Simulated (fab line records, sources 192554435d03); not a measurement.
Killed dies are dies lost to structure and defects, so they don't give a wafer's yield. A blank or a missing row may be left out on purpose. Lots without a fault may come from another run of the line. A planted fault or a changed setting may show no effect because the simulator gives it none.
A struck lot beside a sound one | flow n5_finfet | 15 steps out of a route of 1938
Sound: wafers L657.2, L657.3, L657.4. Struck: wafers L656.3, L656.5. (L656.4 of the same lot was not struck and is left out.) The cause comes at the end.
At each step with rows: each side's tool, then ch and its chambers, then its first start. Under that, the readings that differ: sound wafers | struck wafers | difference of the means | sigmas: that difference in standard deviations of wafers without a fault.
alike: readings whose means differ by less than 2 such deviations, and words and numbers that are the same on both sides. not compared: withheld readings, readings that some wafer has no value for, bounds like >300 that may hide the same value, and numbers for which the record gives no deviation and whose values overlap.
The two part at a step that has a row with sigmas, a row that says differs or no value, or rows on one side only. Numbers that don't overlap but have no deviation are shown without sigmas and don't part them. A reading that every wafer of one side lacks parts them only if that side has two wafers or more.

N5_MOL_CONTACT_COAG_CD_MEAS_08: target cd 28 nm.
  sound on cd_sem-02 ch 0, day 7 18:48; struck on cd_sem-02 ch 0, day 7 03:03
  alike: cd_nm
N5_MOL_CONTACT_COAG_OVL_MEAS_09:
  sound on overlay-02 ch 0, day 7 18:50; struck on overlay-02 ch 0, day 7 03:05
  alike: CA_OVL
N5_MOL_CONTACT_COAG_INSPECT_10: inspects for defects (brightfield).
  sound on defect_inspect-02, day 7 18:53; struck on defect_inspect-01, day 7 03:08
  alike: raw_defect_count
then, 1 step without rows for these wafers: N5_MOL_CONTACT_COAG_DESCUM_13 (chemistry O2, time 7 s).
N5_MOL_CONTACT_COAG_ETCH_59: etches underlayer in N2/H2, target depth 13 nm, time 10.4 s.
  sound on rie_diel-03 ch 0,1,3, day 7 18:58; struck on rie_diel-05 ch 1, day 7 03:20
  alike: drypump_motor_current_A, etch_rf_on_time_s, oes_product_au, rf_fwd_power_W, rf_vpp_V, showerhead_plenum_p_Torr, throttle_valve_pct
  not compared: rf_hours_counter_h
N5_MOL_CONTACT_COAG_ETCH_105: etches SiARC in CF4, target depth 15.6 nm, time 26 s.
  sound on rie_diel-03 ch 0,1,3, day 7 18:59; struck on rie_diel-05 ch 1, day 7 03:21
  alike: drypump_motor_current_A, etch_rf_on_time_s, mfc_ar_sccm, oes_product_au, rf_fwd_power_W, rf_vpp_V, showerhead_plenum_p_Torr, throttle_valve_pct
  not compared: rf_hours_counter_h
N5_MOL_CONTACT_COAG_ETCH_106: etches SOC in N2/H2, target depth 80 nm, overetch 16 nm, time 120 s.
  sound on rie_diel-03 ch 0,1,3, day 7 19:01; struck on rie_diel-05 ch 1, day 7 03:23
  alike: drypump_motor_current_A, oes_product_au, rf_fwd_power_W, rf_vpp_V, showerhead_plenum_p_Torr, throttle_valve_pct
  not compared: rf_hours_counter_h
then, 2 steps without rows for these wafers: N5_MOL_CONTACT_COAG_STRIP_107 (strips in N2/H2); N5_MOL_CONTACT_COAG_STRIP_108 (strips in N2/H2).
N5_MOL_CONTACT_COAG_CONTACT_ETCH_14: etches SiO2 in C4F6/O2, target depth 27.5 nm, overetch 8.5 nm, time 20 s.
  sound on rie_diel-03 ch 0,1,3, day 7 19:07; struck on rie_diel-05 ch 1, day 7 03:29
  alike: drypump_motor_current_A, mfc_ar_sccm, oes_f_703_au, oes_o_777_au, oes_product_au, rf_fwd_power_W, rf_vpp_V, showerhead_plenum_p_Torr, throttle_valve_pct
  not compared: rf_hours_counter_h
then, 2 steps without rows for these wafers: N5_MOL_CONTACT_COAG_STRIP_109 (strips in C4F6/O2); N5_MOL_CONTACT_COAG_ETCH_15 (etches SiNx in CH3F/O2, stops on Si:P, target depth 7 nm).
N5_MOL_CONTACT_COAG_ETCH_110: etches Si in CF4/O2, target depth 2.5 nm, time 8 s.
  sound on rie_diel-03 ch 0,1,3, day 7 19:12; struck on rie_diel-05 ch 1, day 7 03:34
  reading                  | sound             | struck      | difference | sigmas
  oes_f_703_au (a.u.)      | 0.91 0.72 0.86    | 0.99 0.99   | +0.16      | +2
  rf_fwd_power_W (W)       | 197.4 198.3 198.5 | 245.3 246.3 | +47.7      | +69
  rf_vpp_V (V)             | 124.5 127.0 129.6 | 109.8 108.3 | -18.0      | -7
  model.etch.depth_nm (nm) | 2.59 2.477 2.522  | 2.942 2.967 | +0.425     |
  alike: drypump_motor_current_A, mfc_ar_sccm, oes_o_777_au, oes_product_au, showerhead_plenum_p_Torr, throttle_valve_pct
  not compared: rf_hours_counter_h
N5_MOL_CONTACT_COAG_STRIP_98: strips in N2/H2.
  sound on rie_diel-03 ch 0,1,3, day 7 19:15; struck on rie_diel-05 ch 1, day 7 03:37
  alike: drypump_motor_current_A, oes_product_au, rf_vpp_V, showerhead_plenum_p_Torr, throttle_valve_pct
  not compared: rf_hours_counter_h
-- the record jumps here: 8 days lie between the struck wafers' starts before and after (it left off in module MOL_CONTACT_COAG and takes up again in module PASSIVATION, whose first step shown is number 1936 of the route) --
N5_PASSIVATION_PROBE_49:
  sound on prober-01, day 15 07:35; struck on prober-01, day 14 17:16
  alike: killed_at_M0_to_M3, killed_at_M4_up, killed_at_contacts, killed_at_front_end, killed_at_other, killed_dies, killed_open, killed_short

WHERE THEY PART
Only at N5_MOL_CONTACT_COAG_ETCH_110, within this record. Later steps at which nothing parts them and some readings are alike: N5_MOL_CONTACT_COAG_STRIP_98, N5_PASSIVATION_PROBE_49.

WHY: what the simulator had put in
Process parameter drift: rie_diel-05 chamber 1, from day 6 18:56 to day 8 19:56, at N5_MOL_CONTACT_COAG_ETCH_110. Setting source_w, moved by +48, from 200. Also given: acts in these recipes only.
